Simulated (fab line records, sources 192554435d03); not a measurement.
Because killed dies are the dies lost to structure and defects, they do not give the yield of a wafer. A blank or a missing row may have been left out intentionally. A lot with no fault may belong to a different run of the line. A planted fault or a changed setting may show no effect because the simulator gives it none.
Which tool is to blame?	flow n5-finfet	42 wafers sampled from 14 lots at 1 step of a route of 1938

## WHAT EACH GAUGE READ, for each wafer
N5_MOL_CONTACT_COAG_INSPECT_97: inspects for defects (darkfield). Usual: raw-defect-count reads 46 (standard deviation 18).
lot	measured	on	raw-defect-count	flag
L594	day 5 15:52	defect-inspect-01	53 111 28	
L596	day 6 01:44	defect-inspect-01	28 38 26	
L599	day 6 20:35	defect-inspect-02	85 79 78	
L600	day 7 00:32	defect-inspect-01	59 62 27	
L602	day 7 14:44	defect-inspect-02	41 28 42	
L603	day 7 23:05	defect-inspect-02	81 51 47	
L604	day 8 06:06	defect-inspect-02	30 20 31	
L606	day 8 23:04	defect-inspect-02	45 33 30	
L607	day 9 02:04	defect-inspect-01	60 43 60	
L608	day 9 05:02	defect-inspect-02	53 54 65	
L613	day 10 07:56	defect-inspect-02	24 30 46	
L614	day 10 16:38	defect-inspect-02	53 43 39	
L615	day 11 05:37	defect-inspect-01	82 50 59	
L616	day 11 08:38	defect-inspect-01	45 21 38	

## TOOL THAT RAN EACH LOT (tool first, then ch and the chambers of the sampled wafers, then the start)
The record holds no process step before these readings.

## WHAT THE TOOLS THEMSELVES READ (means of the sampled wafers that have a number; where no wafer has one, the mark that the record gives instead)
The record holds no such reading with a usual standard deviation.

## THE ANSWER, worked out from the rows above alone
Rule: a lot counts as off when the mean over its wafers that have a number is more than 3 standard deviations away from the usual mean. Also off: a lot with no number at a reading for which 4 or more lots have one. Where the step has rows for the other lots, those lots are counted as sound. After the gauges, taken in route order, come the tools' own readings; for these a lot's mean is taken, as printed above. The first step at which some lot is off is used, and at that step the reading that is off furthest; a lot without a number counts as furthest.
None of the lots is off at any reading shown; this tells nothing.

## WHAT THE SIMULATOR HAD PUT IN
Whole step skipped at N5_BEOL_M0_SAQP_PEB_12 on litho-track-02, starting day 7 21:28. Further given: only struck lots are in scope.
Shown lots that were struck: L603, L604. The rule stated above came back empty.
